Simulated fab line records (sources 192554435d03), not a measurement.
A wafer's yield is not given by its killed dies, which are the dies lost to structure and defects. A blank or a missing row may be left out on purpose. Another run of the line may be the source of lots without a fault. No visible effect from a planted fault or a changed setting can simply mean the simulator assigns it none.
Which tool is to blame? :: flow n5Finfet :: 10 lots with 30 wafers sampled at 3 steps, on a route of 1938 steps

== WHAT THE GAUGES READ, wafer by wafer ==
N5_BEOL_M9_CD_MEAS_11: target cd 64.1 nm.
lot: L662
measured: day 10 12:50
on: cdSem-03
cdNm (nm): 65.7 66.0 65.2

lot: L666
measured: day 11 20:52
on: cdSem-03
cdNm (nm): 63.7 64.1 64.4

lot: L671
measured: day 12 19:42
on: cdSem-02
cdNm (nm): 64.9 64.7 64.8

lot: L674
measured: day 13 04:07
on: cdSem-01
cdNm (nm): 64.7 64.3 64.7

lot: L673
measured: day 13 04:29
on: cdSem-03
cdNm (nm): 64.4 64.4 64.0

lot: L678
measured: day 14 12:05
on: cdSem-03
cdNm (nm): 62.0 62.4 62.3

lot: L681
measured: day 15 05:24
on: cdSem-03
cdNm (nm): 63.2 62.9 62.9

lot: L682
measured: day 16 04:43
on: cdSem-03
cdNm (nm): 63.2 63.1 63.1

lot: L684
measured: day 16 07:57
on: cdSem-03
cdNm (nm): 64.7 64.1 64.8

lot: L683
measured: day 16 08:07
on: cdSem-02
cdNm (nm): 64.5 63.7 64.1

== WHICH TOOL RAN EACH LOT (tool, then ch and the chambers of the sampled wafers, then the start) ==
lot: L662
N5_BEOL_M8_SURFACE_TREAT_79: pvdSputter-01, day 10 07:44
N5_BEOL_M9_EXPOSE_08: arfiScanner-01 ch 0, day 10 12:43

lot: L666
N5_BEOL_M8_SURFACE_TREAT_79: pvdSputter-01, day 11 13:52
N5_BEOL_M9_EXPOSE_08: arfiScanner-01 ch 0, day 11 20:44

lot: L671
N5_BEOL_M8_SURFACE_TREAT_79: pvdSputter-02, day 12 16:21
N5_BEOL_M9_EXPOSE_08: arfiScanner-02 ch 0, day 12 19:35

lot: L674
N5_BEOL_M8_SURFACE_TREAT_79: pvdSputter-03, day 12 22:10
N5_BEOL_M9_EXPOSE_08: arfiScanner-01 ch 0, day 13 03:59

lot: L673
N5_BEOL_M8_SURFACE_TREAT_79: pvdSputter-01, day 12 22:20
N5_BEOL_M9_EXPOSE_08: arfiScanner-02 ch 0, day 13 04:21

lot: L678
N5_BEOL_M8_SURFACE_TREAT_79: pvdSputter-02, day 14 08:21
N5_BEOL_M9_EXPOSE_08: arfiScanner-01 ch 0, day 14 11:59

lot: L681
N5_BEOL_M8_SURFACE_TREAT_79: pvdSputter-01, day 14 23:22
N5_BEOL_M9_EXPOSE_08: arfiScanner-01 ch 0, day 15 05:16

lot: L682
N5_BEOL_M8_SURFACE_TREAT_79: pvdSputter-02, day 16 01:40
N5_BEOL_M9_EXPOSE_08: arfiScanner-01 ch 0, day 16 04:35

lot: L684
N5_BEOL_M8_SURFACE_TREAT_79: pvdSputter-03, day 16 02:19
N5_BEOL_M9_EXPOSE_08: arfiScanner-02 ch 0, day 16 07:49

lot: L683
N5_BEOL_M8_SURFACE_TREAT_79: pvdSputter-01, day 16 04:01
N5_BEOL_M9_EXPOSE_08: arfiScanner-03 ch 0, day 16 07:59
- N5_BEOL_M8_SURFACE_TREAT_79
- N5_BEOL_M9_EXPOSE_08: exposes mask M9.

== THE ANSWER, worked out from the rows above alone ==
Rule: usual is defined by the lots themselves. Put in order of their means at a reading, lots are off if they are a third of the lots or fewer, leave a main group of 4 or more, and stand apart from it by a gap of 3 or more times the standard deviation of the main group's means; of several such gaps the widest counts. A main group is skipped when, at the precision printed for the reading in the tables above, its means are all equal. Also off: a lot with no number at a reading for which 4 or more lots have one. Any other lot the step has rows for is counted as sound.
No lot is off on any of the readings shown, so nothing can be concluded from this.

== WHAT THE SIMULATOR PUT IN ==
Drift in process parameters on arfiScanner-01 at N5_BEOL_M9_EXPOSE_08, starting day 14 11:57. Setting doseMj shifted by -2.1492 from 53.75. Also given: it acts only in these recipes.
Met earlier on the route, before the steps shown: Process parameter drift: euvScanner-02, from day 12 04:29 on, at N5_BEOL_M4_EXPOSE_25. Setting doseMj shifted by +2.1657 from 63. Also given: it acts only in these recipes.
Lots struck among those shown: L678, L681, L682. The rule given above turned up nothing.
